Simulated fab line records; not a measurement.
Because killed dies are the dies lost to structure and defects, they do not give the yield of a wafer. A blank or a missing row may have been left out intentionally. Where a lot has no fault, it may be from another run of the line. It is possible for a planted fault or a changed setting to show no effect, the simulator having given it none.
Chamber matching | flow n5 finfet | ald sin-01 running N5_SPACER0_ALD_07: 4 sister chambers
The step deposits SiNx, target thk 2 nm. 36 wafers are shown with their chamber, then 12 later ones without.

== WAFERS WITH THEIR CHAMBER ==
wafer  | chamber | heater power w (W)
L074.3 | 3       | 1151
L074.5 | 2       | 772
L074.6 | 3       | 1150
L076.2 | 3       | 1182
L076.4 | 2       | 758
L076.5 | 2       | 771
L077.1 | 0       | 723
L077.3 | 3       | 1160
L077.5 | 3       | 1136
L080.2 | 1       | 763
L080.3 | 3       | 1182
L080.5 | 1       | 760
L081.1 | 1       | 767
L081.2 | 2       | 771
L081.3 | 3       | 1148
L081.4 | 0       | 722
L081.5 | 2       | 766
L081.6 | 1       | 723
L082.1 | 0       | 725
L082.4 | 3       | 1172
L082.6 | 0       | 723
L083.1 | 2       | 777
L083.3 | 3       | 1140
L083.4 | 1       | 742
L084.2 | 3       | 1159
L084.5 | 2       | 773
L084.6 | 3       | 1156
L085.3 | 1       | 765
L085.4 | 3       | 1179
L085.6 | 3       | 1158
L088.4 | 1       | 754
L088.5 | 0       | 728
L088.6 | 1       | 745
L089.1 | 2       | 773
L089.3 | 1       | 747
L089.4 | 0       | 747

SIGNATURES (means of the wafers above)
reading        | chamber 0 | chamber 1 | chamber 2 | chamber 3 | scatter within a chamber
heater power w | 728.00    | 751.78    | 770.12    | 1159.46   | 12.6
Rule: for each reading, subtract the chamber's mean from the wafer's reading, divide by that reading's scatter and square the result; add these up over the readings and take the root, which gives the wafer's distance from the chamber. The wafer belongs to the nearest chamber; if the next one is less than 2 further off, it can't be placed. The scatter: take each reading less its chamber's mean, square it, sum over the shown wafers, divide by the number of wafers less the number of chambers, and take the root.

== WAFERS WITHOUT THEIR CHAMBER ==
wafer  | heater power w (W)
L090.1 | 1171
L090.2 | 757
L090.6 | 1161
L091.1 | 767
L091.2 | 1190
L091.3 | 738
L093.1 | 765
L093.2 | 759
L093.6 | 742
L095.2 | 719
L095.3 | 1149
L095.5 | 1201

== EACH ONE'S CHAMBER ==
wafer  | from the rows above          | in truth
L090.1 | 3                            | 3
L090.2 | can't be placed: 1 or 2 or 0 | 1
L090.6 | 3                            | 3
L091.1 | can't be placed: 2 or 1      | 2
L091.2 | 3                            | 3
L091.3 | can't be placed: 0 or 1 or 2 | 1
L093.1 | can't be placed: 2 or 1      | 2
L093.2 | can't be placed: 1 or 2 or 0 | 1
L093.6 | can't be placed: 1 or 0 or 2 | 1
L095.2 | can't be placed: 0 or 1      | 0
L095.3 | 3                            | 3
L095.5 | 3                            | 3
5 of 12 placed correctly. From these rows, 7 cannot be placed; in 7 the true chamber is one of the candidates. 0 placed wrongly.
